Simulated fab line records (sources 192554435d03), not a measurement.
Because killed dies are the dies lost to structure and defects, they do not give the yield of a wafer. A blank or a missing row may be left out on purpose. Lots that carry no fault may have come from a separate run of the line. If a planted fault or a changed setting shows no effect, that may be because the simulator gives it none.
Matching of chambers | flow n5_finfet | 4 sister chambers for N5_BEOL_M12_VIA_ETCH_16 on rie_diel-05
The step etches SiOC in C4F8/O2/Ar, target depth 724.8 nm. 4 wafers are shown with their chamber, then 12 later ones without.

## WAFERS, EACH WITH ITS CHAMBER
wafer  | chamber | throttle_valve_pct (%)
L085.2 | 2       | 24.37
L085.3 | 1       | 24.15
L093.4 | 3       | 24.41
L093.5 | 0       | 23.77

## WAFERS WITHOUT THEIR CHAMBER
wafer  | throttle_valve_pct (%)
L096.2 | 24.12
L096.4 | 24.40
L096.6 | 24.13
L095.3 | 24.14
L095.4 | 24.06
L095.6 | 23.77
L090.2 | 24.43
L090.4 | 24.04
L090.6 | 23.80
L097.1 | 24.41
L097.2 | 24.05
L097.6 | 24.15

## EACH ONE'S CHAMBER
wafer  | from the rows above     | in truth
L096.2 | 1                       | 1
L096.4 | can't be placed: 3 or 2 | 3
L096.6 | 1                       | 1
L095.3 | 1                       | 1
L095.4 | 1                       | 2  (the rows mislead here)
L095.6 | 0                       | 0
L090.2 | can't be placed: 3 or 2 | 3
L090.4 | 1                       | 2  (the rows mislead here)
L090.6 | 0                       | 0
L097.1 | can't be placed: 3 or 2 | 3
L097.2 | 1                       | 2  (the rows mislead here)
L097.6 | 1                       | 1
Correctly placed: 6 of 12. Not placeable from these rows: 3 (in 3, the candidates include the true chamber). Placed wrongly: 3.
How it was worked out, from the rows above alone: a wafer's distance from a chamber is the root of the sum, over the readings, of the square of ((its reading less the chamber's mean) divided by the reading's scatter). The wafer belongs to the nearest chamber; if the next one is less than 2 further off, it can't be placed. Each chamber's mean is taken over the wafers shown for it. The scatter: with one shown wafer a chamber, the root of the mean of the squares of how far each hidden wafer lies from its nearest shown one.
